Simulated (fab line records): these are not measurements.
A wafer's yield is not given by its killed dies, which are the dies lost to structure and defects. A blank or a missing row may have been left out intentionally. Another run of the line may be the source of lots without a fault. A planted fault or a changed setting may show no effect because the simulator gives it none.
3 desks looking at one fault ; flow nand-harc ; every desk sees just its own numbers, and what lay behind them comes last

## AT THE TOOL OWNER'S DESK: har-etch-02
The tool's own readings at NHARC_A_CHANNEL_HOLE_D1_ETCH_22 (etches the open film in C4F8/O2/Ar, time 666.7 s, target depth 1600 nm): means of the sampled wafers that have a number, for each lot that ran on this tool. Any lot whose mean is over 4 standard deviations away from the usual mean is out of limits and marked OUT; that distance is given in the brackets.
Columns: A = drypump-motor-current-A at NHARC_A_CHANNEL_HOLE_D1_ETCH_22, usual 5.84 A; B = mfc-ar-sccm at NHARC_A_CHANNEL_HOLE_D1_ETCH_22, usual 375.2 sccm; C = o2-flow-sccm at NHARC_A_CHANNEL_HOLE_D1_ETCH_22, usual 35.71 sccm; D = showerhead-plenum-p-Torr at NHARC_A_CHANNEL_HOLE_D1_ETCH_22, usual 3.61 Torr; E = throttle-valve-pct at NHARC_A_CHANNEL_HOLE_D1_ETCH_22, usual 32.155 %
lot;first seen here;A;B;C;D;E
L756;day 8 19:10;5.92;373.6;35.65;3.54;32.154
L758;day 9 11:50;5.95;375.0;35.72;3.53;32.160
L760;day 10 09:35;5.90;375.7;35.73;3.53;32.157
L766;day 12 12:08;5.94;375.1;35.70;3.51;32.155
L768;day 13 15:38;5.88;375.8;35.78;3.50;32.155
L770;day 14 13:31;5.99;374.5;35.69;3.49;32.148
L772;day 15 10:42;5.91;375.3;35.72;3.49;32.159
L773;day 15 22:58;5.90;374.3;35.77;3.49;32.156
This desk found nothing out of limits on any of the 8 lots.

## THE DEFECT DESK
What the inspections along the route counted, lot by lot: means of the sampled wafers that have a number. Any lot whose mean is over 4 standard deviations away from the usual mean is out of limits and marked OUT; that distance is given in the brackets.
Columns: A = raw-defect-count at NHARC_A_CHANNEL_HOLE_D1_INSPECT_40, usual 78
lot;first seen here;A
L756;day 9 00:06;89
L757;day 9 03:19;62
L758;day 9 16:25;86
L759;day 10 07:40;33
L760;day 10 14:25;102
L762;day 11 07:19;56
L766;day 12 17:00;78
L767;day 13 05:52;49
L768;day 13 20:31;80
L770;day 14 18:22;80
L772;day 15 15:32;217 (+5.8) OUT
L773;day 16 03:47;321 (+10) OUT
This desk finds L772, L773 out of limits, L772 being first, at day 15 15:32 (raw-defect-count at NHARC_A_CHANNEL_HOLE_D1_INSPECT_40). L756, L757, L758, L759, L760, L762, L766, L767, L768, L770 stayed within limits.

## FROM THE METROLOGY DESK
What the gauges read for every lot (on any tool): the sampled wafers with a number, averaged. Any lot whose mean is over 4 standard deviations away from the usual mean is out of limits and marked OUT; that distance is given in the brackets.
Columns: A = cd-nm at NHARC_A_CHANNEL_HOLE_D1_CD_MEAS_10, usual 100.2 nm; B = overlay-x-nm at NHARC_A_CHANNEL_HOLE_D1_OVL_MEAS_11, usual 0.2 nm; C = overlay-y-nm at NHARC_A_CHANNEL_HOLE_D1_OVL_MEAS_11, usual -0.2 nm
lot;first seen here;A;B;C
L756;day 8 15:40;100.6;-0.5;0.2
L757;day 8 20:12;100.4;-1.2;-0.7
L758;day 9 09:17;100.3;1.0;1.6
L759;day 10 00:33;100.7;0.9;0.1
L760;day 10 06:28;99.3;0.7;-0.7
L762;day 11 00:10;100.2;0.9;-1.0
L766;day 12 09:51;99.7;0.5;-0.1
L767;day 12 22:44;100.3;0.5;-1.1
L768;day 13 13:01;100.8;-0.1;1.7
L770;day 14 11:12;100.0;0.9;-1.4
L772;day 15 08:15;100.2;-0.7;-0.0
L773;day 15 15:54;100.0;-0.3;-0.6
This desk found nothing out of limits on any of the 12 lots.

## BROUGHT TOGETHER
The defect desk could have raised an alarm at day 15 15:32, on L772, L773.
The tool owner's desk saw nothing out of limits.
The metrology desk saw nothing out of limits.
Tool owner's desk: L772, L773 on record, inside its limits.
The metrology desk has L772, L773 on record, within its limits.
All the named lots went through NHARC_A_CHANNEL_HOLE_D1_ETCH_22 on har-etch-02.

## WHAT THE SIMULATOR PUT IN
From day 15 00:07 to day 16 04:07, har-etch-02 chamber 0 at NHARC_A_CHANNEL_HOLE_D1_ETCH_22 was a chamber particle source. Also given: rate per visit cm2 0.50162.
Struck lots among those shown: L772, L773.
Hours from the fault's start to each desk's first reading out of limits: the defect desk, 15.
